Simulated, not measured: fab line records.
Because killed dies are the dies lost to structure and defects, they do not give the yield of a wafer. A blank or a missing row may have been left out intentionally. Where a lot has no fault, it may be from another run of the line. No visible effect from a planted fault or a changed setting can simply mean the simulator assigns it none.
The tool behind it: which one? + flow n5Finfet + 9 lots with 27 wafers sampled at 5 steps, on a route of 1938 steps

== WHAT EACH GAUGE READ, for each wafer ==
N5_BEOL_M4_RC_MEAS_101. Usual: DIBL_N 36.0 mV/V, standard deviation 1.7; DIBL_P 36.2 mV/V, standard deviation 1.9; IOFF_N 0.154 nA/um, standard deviation 0.028; IOFF_P 0.21 nA/um, standard deviation 0.036; ION_N 675 uA/um, standard deviation 11; ION_P 463 uA/um, standard deviation 8.3; SS_N 71.4 mV/dec, standard deviation 0.63; SS_P 73.2 mV/dec, standard deviation 0.55; VT_N 250.2 mV, standard deviation 3; VT_P -251 mV, standard deviation 3.7.
| lot  | measured     | on        | DIBL_N (mV/V)  | DIBL_P (mV/V)  | IOFF_N (nA/um)    | IOFF_P (nA/um) | ION_N (uA/um) | ION_P (uA/um) | SS_N (mV/dec)  | SS_P (mV/dec)  | VT_N (mV)         | VT_P (mV)      | flag |
|------|--------------|-----------|----------------|----------------|-------------------|----------------|---------------|---------------|----------------|----------------|-------------------|----------------|------|
| L749 | day 9 00:48  | prober-02 | 37.5 34.2 36.4 | 37.4 33.4 35.8 | 0.178 0.133 0.157 | 0.29 0.23 0.26 | 673 672 666   | 469 475 468   | 71.7 70.0 71.2 | 73.6 73.3 73.5 | 248.0 251.1 253.0 | -242 -245 -243 |      |
| L750 | day 9 05:26  | prober-01 | 35.0 38.3 39.0 | 33.2 38.5 38.7 | 0.116 0.186 0.196 | 0.17 0.26 0.26 | 670 688 700   | 455 474 477   | 71.2 72.9 72.4 | 73.0 73.9 73.9 | 252.2 245.6 245.2 | -252 -247 -246 |      |
| L751 | day 13 19:13 | prober-01 | 34.5 36.8 37.0 | 35.1 38.3 39.3 | 0.143 0.181 0.202 | 0.19 0.23 0.26 | 664 683 688   | 458 470 469   | 71.8 71.7 72.3 | 73.2 74.0 73.5 | 250.0 249.0 244.7 | -254 -251 -247 |      |
| L752 | day 11 04:26 | prober-02 | 32.7 35.9 36.7 | 32.2 34.8 36.0 | 0.103 0.140 0.152 | 0.16 0.19 0.20 | 668 672 678   | 463 457 458   | 70.7 70.7 70.6 | 72.2 73.0 73.6 | 255.7 251.5 250.0 | -256 -255 -251 |      |
| L755 | day 12 00:50 | prober-02 | 34.7 35.7 35.7 | 35.6 36.4 36.5 | 0.134 0.155 0.146 | 0.18 0.20 0.19 | 666 679 674   | 460 461 465   | 71.4 71.4 71.2 | 72.7 72.8 72.5 | 252.2 248.9 249.6 | -252 -251 -251 |      |
| L754 | day 11 22:34 | prober-01 | 38.5 34.9 37.2 | 40.8 36.2 39.1 | 0.191 0.124 0.178 | 0.23 0.17 0.20 | 689 654 700   | 469 455 465   | 71.7 71.2 71.2 | 73.7 73.0 74.1 | 247.8 255.7 246.3 | -248 -254 -252 |      |
| L756 | day 12 05:21 | prober-01 | 36.9 35.5 36.7 | 37.4 35.5 36.4 | 0.154 0.126 0.142 | 0.20 0.18 0.18 | 673 660 670   | 455 455 455   | 71.7 72.1 71.4 | 73.4 72.6 73.1 | 252.1 252.8 250.3 | -252 -252 -254 |      |
| L769 | day 15 06:22 | prober-01 | 35.8 36.0 39.1 | 35.9 36.7 38.8 | 0.150 0.158 0.214 | 0.18 0.20 0.23 | 663 665 697   | 453 462 468   | 71.1 71.2 71.9 | 72.5 72.8 73.2 | 251.4 247.5 244.7 | -251 -249 -251 |      |
| L772 | day 15 11:02 | prober-02 | 36.1 35.9 37.9 | 36.9 34.8 39.6 | 0.145 0.148 0.192 | 0.21 0.19 0.25 | 660 662 697   | 455 456 471   | 71.4 71.4 72.3 | 73.0 72.7 73.9 | 253.2 252.0 247.7 | -253 -252 -249 |      |

== TOOL THAT RAN EACH LOT (tool first, then ch and the chambers of the sampled wafers, then the start) ==
| lot  | N5_SD_EPI_N_SD_RECESS_17       | N5_SD_EPI_N_STRIP_38               | N5_ILD0_CMP_03               | N5_SDB_HM_DEP_00               |
|------|--------------------------------|------------------------------------|------------------------------|--------------------------------|
| L749 | rieSi-01 ch 1,2, day 3 13:28   | plasmaAsher-02 ch 0,1, day 3 13:34 | cmp-01 ch 0,1,2, day 4 02:05 | pecvd-01 ch 0,2, day 4 05:59   |
| L750 | rieSi-03 ch 0,1,3, day 3 17:40 | plasmaAsher-02 ch 0,1, day 3 17:46 | cmp-04 ch 1,3, day 4 04:10   | pecvd-03 ch 1,2, day 4 08:06   |
| L751 | rieSi-05 ch 1,2,3, day 3 17:52 | plasmaAsher-02 ch 0,1, day 3 17:58 | cmp-01 ch 2,3, day 4 04:29   | pecvd-01 ch 1,2, day 4 08:34   |
| L752 | rieSi-01 ch 0,1,3, day 4 05:06 | plasmaAsher-02 ch 0,1, day 4 05:13 | cmp-02 ch 2,3, day 4 15:54   | pecvd-02 ch 0,1,2, day 4 19:47 |
| L755 | rieSi-03 ch 1,2, day 4 13:41   | plasmaAsher-01 ch 1, day 4 13:47   | cmp-01 ch 0,1, day 5 02:10   | pecvd-02 ch 0,2, day 5 06:08   |
| L754 | rieSi-05 ch 0,1,2, day 4 14:48 | plasmaAsher-02 ch 0,1, day 4 14:53 | cmp-02 ch 1,2,3, day 5 02:17 | pecvd-01 ch 1, day 5 06:31     |
| L756 | rieSi-03 ch 1,2, day 4 21:39   | plasmaAsher-01 ch 0,1, day 4 21:44 | cmp-02 ch 0,2, day 5 08:29   | pecvd-03 ch 0,2, day 5 12:24   |
| L769 | rieSi-05 ch 1,2,3, day 8 03:03 | plasmaAsher-02 ch 0,1, day 8 03:09 | cmp-02 ch 0,2,3, day 8 15:38 | pecvd-02 ch 0,2, day 8 19:41   |
| L772 | rieSi-05 ch 0,1,2, day 8 19:38 | plasmaAsher-01 ch 0,1, day 8 19:44 | cmp-04 ch 1,2,3, day 9 08:16 | pecvd-01 ch 0,1,2, day 9 12:03 |
- N5_SD_EPI_N_SD_RECESS_17: chemistry HBr/Cl2/O2, target depth 41 nm, time 23.7 s, bt time 3 s.
- N5_SD_EPI_N_STRIP_38: strips in N2/H2.
- N5_ILD0_CMP_03: polishes, stops on SiNx, t overpolish 1.9 s, target thk 197.38 nm.
- N5_SDB_HM_DEP_00: deposits SiNx from SiH4/NH3/N2, target thk 40 nm, time 35.3 s.

== WHAT THE TOOLS THEMSELVES READ (means of the sampled wafers that have a number; where no wafer has one, the mark that the record gives instead) ==
N5_SD_EPI_N_SD_RECESS_17. Usual: drypumpMotorCurrentA 5.7 A, standard deviation 0.57; oesProductAu 1.001 a.u., standard deviation 0.012; rfFwdPowerW 796.0 W, standard deviation 2.5; throttleValvePct 37.08 %, standard deviation 0.3.
| lot  | tool     | drypumpMotorCurrentA (A) | oesProductAu (a.u.) | rfFwdPowerW (W) | throttleValvePct (%) | flag |
|------|----------|--------------------------|---------------------|-----------------|----------------------|------|
| L749 | rieSi-01 | 5.4                      | 0.980               | 796.7           | 36.79                |      |
| L750 | rieSi-03 | 5.7                      | 1.002               | 795.6           | 37.21                |      |
| L751 | rieSi-05 | 5.5                      | 1.011               | 795.0           | 37.32                |      |
| L752 | rieSi-01 | 5.7                      | 1.000               | 796.8           | 36.72                |      |
| L755 | rieSi-03 | 5.9                      | 1.010               | 797.0           | 36.84                |      |
| L754 | rieSi-05 | 5.7                      | 1.006               | 795.6           | 37.13                |      |
| L756 | rieSi-03 | 6.2                      | 0.994               | 799.7           | 36.95                |      |
| L769 | rieSi-05 | 5.5                      | 1.014               | 794.5           | 37.32                |      |
| L772 | rieSi-05 | 5.7                      | 1.006               | 796.9           | 37.14                |      |

N5_SD_EPI_N_STRIP_38. Usual: drypumpMotorCurrentA 5.9 A, standard deviation 0.31; heaterPowerW 324 W, standard deviation 34; oesProductAu 0.761 a.u., standard deviation 0.011.
| lot  | tool           | drypumpMotorCurrentA (A) | heaterPowerW (W) | oesProductAu (a.u.) | flag |
|------|----------------|--------------------------|------------------|---------------------|------|
| L749 | plasmaAsher-02 | 5.7                      | 293              | 0.771               |      |
| L750 | plasmaAsher-02 | 5.6                      | 316              | 0.765               |      |
| L751 | plasmaAsher-02 | 5.6                      | 320              | 0.762               |      |
| L752 | plasmaAsher-02 | 5.6                      | 297              | 0.750               |      |
| L755 | plasmaAsher-01 | 6.3                      | 362              | 0.756               |      |
| L754 | plasmaAsher-02 | 5.6                      | 294              | 0.767               |      |
| L756 | plasmaAsher-01 | 6.2                      | 347              | 0.769               |      |
| L769 | plasmaAsher-02 | 5.7                      | 291              | 0.751               |      |
| L772 | plasmaAsher-01 | 6.2                      | 346              | 0.762               |      |

N5_ILD0_CMP_03. Usual: motorCurrentA 12.5 A, standard deviation 0.73; overpolishRunS 1.900 s, standard deviation 0.0095; timeToEndpointS 70 s, standard deviation 4.
| lot  | tool   | motorCurrentA (A) | overpolishRunS (s) | timeToEndpointS (s) | flag |
|------|--------|-------------------|--------------------|---------------------|------|
| L749 | cmp-01 | 12.2              | 1.901              | 68                  |      |
| L750 | cmp-04 | 12.9              | 1.898              | 67                  |      |
| L751 | cmp-01 | 12.6              | 1.889              | 68                  |      |
| L752 | cmp-02 | 13.7              | 1.892              | 72                  |      |
| L755 | cmp-01 | 12.7              | 1.899              | 72                  |      |
| L754 | cmp-02 | 13.0              | 1.904              | 74                  |      |
| L756 | cmp-02 | 12.5              | 1.890              | 75                  |      |
| L769 | cmp-02 | 12.9              | 1.894              | 114                 | OFF  |
| L772 | cmp-04 | 12.2              | 1.907              | 73                  |      |

N5_SDB_HM_DEP_00. Usual: heaterPowerW 788 W, standard deviation 66; rfFwdPowerW 298.2 W, standard deviation 1.1; showerheadPlenumPTorr 5.14 Torr, standard deviation 0.066; showerheadVppV 1042 V, standard deviation 46; throttleValvePct 39.2 %, standard deviation 1.9.
| lot  | tool     | heaterPowerW (W) | rfFwdPowerW (W) | showerheadPlenumPTorr (Torr) | showerheadVppV (V) | throttleValvePct (%) | flag |
|------|----------|------------------|-----------------|------------------------------|--------------------|----------------------|------|
| L749 | pecvd-01 | 735              | 299.2           | 5.11                         | 1084               | 38.5                 |      |
| L750 | pecvd-03 | 780              | 297.1           | 5.17                         | 1092               | 40.1                 |      |
| L751 | pecvd-01 | 814              | 299.8           | 5.13                         | 1019               | 36.8                 |      |
| L752 | pecvd-02 | 756              | 298.2           | 5.16                         | 1009               | 40.6                 |      |
| L755 | pecvd-02 | 807              | 298.0           | 5.15                         | 1040               | 39.0                 |      |
| L754 | pecvd-01 | 913              | 298.5           | 5.14                         | 983                | 35.7                 |      |
| L756 | pecvd-03 | 758              | 297.3           | 5.16                         | 1056               | 39.7                 |      |
| L769 | pecvd-02 | 782              | 299.1           | 5.07                         | 1044               | 39.6                 |      |
| L772 | pecvd-01 | 818              | 298.4           | 5.12                         | 1047               | 38.1                 |      |

== THE ANSWER, worked out from the rows above alone ==
Rule: a lot is off if the mean of its wafers that have a number lies more than 3 standard deviations from the usual mean. A lot without any number at a reading at which 4 lots or more have one is off too. The other lots that the step has rows for count as sound. The gauges are gone through in route order, then the tools' own readings, and for those a lot's mean is taken as printed above. The first step at which some lot is off is used, and at that step the reading that is off furthest; a lot without a number counts as furthest.
Off: L769, at N5_ILD0_CMP_03 (timeToEndpointS).
A tool fits if, at that step or a process step before it, it ran every lot that is off, and no sound lot after the first of them. This does not decide it: 2 tools fit, namely plasmaAsher-02 at N5_SD_EPI_N_STRIP_38 and cmp-02 at N5_ILD0_CMP_03.

== WHAT HAD BEEN PUT IN BY THE SIMULATOR ==
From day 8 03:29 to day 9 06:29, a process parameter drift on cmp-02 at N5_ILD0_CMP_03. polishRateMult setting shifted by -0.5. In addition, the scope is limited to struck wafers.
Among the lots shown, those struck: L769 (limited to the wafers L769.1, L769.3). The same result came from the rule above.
